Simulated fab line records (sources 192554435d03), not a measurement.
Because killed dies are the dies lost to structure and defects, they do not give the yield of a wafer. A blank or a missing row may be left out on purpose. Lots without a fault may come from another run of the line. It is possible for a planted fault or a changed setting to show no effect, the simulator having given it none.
Matching of chambers ; flow n5 finfet ; N5_FIN_SAQP_MANDREL2_REMOVE_60 on rie si-04: 4 sister chambers
The step chemistry HBr/Cl2/O2, target a-Si, stops on SiNx, bt time 10 s. 22 wafers are shown with their chamber, then 11 later ones without.

WAFERS PAIRED WITH THEIR CHAMBERS
wafer;chamber;throttle valve pct (%);drypump motor current A (A);oes product au (a.u.)
L074.1;0;36.46;6.0;0.999
L074.5;1;36.84;6.1;0.976
L074.6;2;36.35;6.0;1.001
L077.1;1;36.84;6.1;0.984
L077.3;2;36.33;5.9;1.001
L077.6;0;36.48;6.0;0.995
L080.1;0;36.47;6.0;0.986
L080.3;2;36.34;6.0;1.003
L080.6;3;36.81;6.7;1.028
L082.1;0;36.48;6.1;1.000
L082.2;2;36.34;5.9;1.009
L082.4;3;36.80;6.6;1.042
L086.1;2;36.35;6.0;1.008
L086.3;0;36.47;6.0;0.999
L086.6;0;36.48;6.0;1.001
L087.1;3;36.82;6.6;1.038
L087.3;1;36.83;6.1;0.977
L087.6;1;36.84;6.1;0.984
L089.2;3;36.80;6.6;1.043
L089.3;2;36.34;6.0;1.022
L089.4;1;36.83;6.1;0.989
L090.1;1;36.82;6.2;0.983

SIGNATURES, as means of the wafers listed above
reading;chamber 0;chamber 1;chamber 2;chamber 3;scatter within a chamber
throttle valve pct;36.4733;36.8333;36.3417;36.8075;0.00825
drypump motor current A;6.017;6.117;5.967;6.625;0.0456
oes product au;0.99667;0.98217;1.00733;1.03775;0.00639
Rule: for a wafer and a chamber, the distance is found by dividing, reading by reading, the gap between the wafer's reading and the chamber's mean by the reading's scatter, squaring, summing and taking the root. The wafer belongs to the nearest chamber; if the next one is less than 2 further off, it can't be placed. The scatter: take each reading less its chamber's mean, square it, sum over the shown wafers, divide by the number of wafers less the number of chambers, and take the root.

WAFERS WITH NO CHAMBER GIVEN
wafer;throttle valve pct (%);drypump motor current A (A);oes product au (a.u.)
L090.4;36.47;6.1;0.989
L090.5;36.47;6.1;1.000
L091.3;36.84;6.1;0.995
L091.5;36.34;6.0;0.999
L091.6;36.82;6.1;0.980
L096.2;36.81;6.6;1.030
L096.3;36.85;6.1;0.983
L096.4;36.35;5.9;0.996
L097.2;36.85;6.1;0.974
L097.4;36.47;6.0;0.994
L097.5;36.80;6.6;1.024

THE CHAMBER EACH PASSED THROUGH
wafer;from the rows above;in truth
L090.4;0;0
L090.5;0;0
L091.3;1;1
L091.5;2;2
L091.6;1;1
L096.2;3;3
L096.3;1;1
L096.4;2;2
L097.2;1;1
L097.4;0;0
L097.5;3;3
Correctly placed: 11 of 11. Not placeable from these rows: 0. Wrongly placed: 0.
